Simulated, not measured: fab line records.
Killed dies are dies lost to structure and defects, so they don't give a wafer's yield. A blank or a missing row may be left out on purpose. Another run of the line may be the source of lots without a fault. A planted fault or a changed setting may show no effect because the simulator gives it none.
Chamber matching / flow n5-finfet / N5_BEOL_M2_ETCH_69 on rie-diel-04: 4 sister chambers
The step etches SiARC in CF4, target depth 15.6 nm, time 26 s. 4 wafers are shown with their chamber, then 7 later ones without.

## WAFERS, EACH WITH ITS CHAMBER
wafer=L075.3; chamber=2; showerhead-plenum-p-Torr (Torr)=2.20
wafer=L090.3; chamber=1; showerhead-plenum-p-Torr (Torr)=2.08
wafer=L093.2; chamber=3; showerhead-plenum-p-Torr (Torr)=2.20
wafer=L093.3; chamber=0; showerhead-plenum-p-Torr (Torr)=2.09

## WAFERS MISSING THEIR CHAMBER
wafer=L093.6; showerhead-plenum-p-Torr (Torr)=2.09
wafer=L094.2; showerhead-plenum-p-Torr (Torr)=2.09
wafer=L094.3; showerhead-plenum-p-Torr (Torr)=2.07
wafer=L094.4; showerhead-plenum-p-Torr (Torr)=2.20
wafer=L096.1; showerhead-plenum-p-Torr (Torr)=2.20
wafer=L096.2; showerhead-plenum-p-Torr (Torr)=2.19
wafer=L096.5; showerhead-plenum-p-Torr (Torr)=2.07

## EACH ONE'S CHAMBER
wafer=L093.6; from the rows above=can't be placed: 0 or 1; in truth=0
wafer=L094.2; from the rows above=can't be placed: 0 or 1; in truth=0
wafer=L094.3; from the rows above=can't be placed: 1 or 0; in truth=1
wafer=L094.4; from the rows above=can't be placed: 2 or 3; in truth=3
wafer=L096.1; from the rows above=can't be placed: 2 or 3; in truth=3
wafer=L096.2; from the rows above=can't be placed: 2 or 3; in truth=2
wafer=L096.5; from the rows above=can't be placed: 1 or 0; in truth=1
Placed correctly: 0 of 7. Can't be placed from these rows: 7 (the true chamber is among the candidates in 7). Placed wrongly: 0.
How it was worked out, from the rows above alone: a wafer's distance from a chamber is the root of the sum, over the readings, of the square of ((its reading less the chamber's mean) divided by the reading's scatter). If the next closest chamber is less than 2 further off than the closest, the wafer can't be placed; otherwise it belongs to the closest. Each chamber's mean is taken over the wafers shown for it. The scatter (one wafer shown for each chamber): square how far every hidden wafer sits from the nearest shown wafer, average those squares and take the square root.
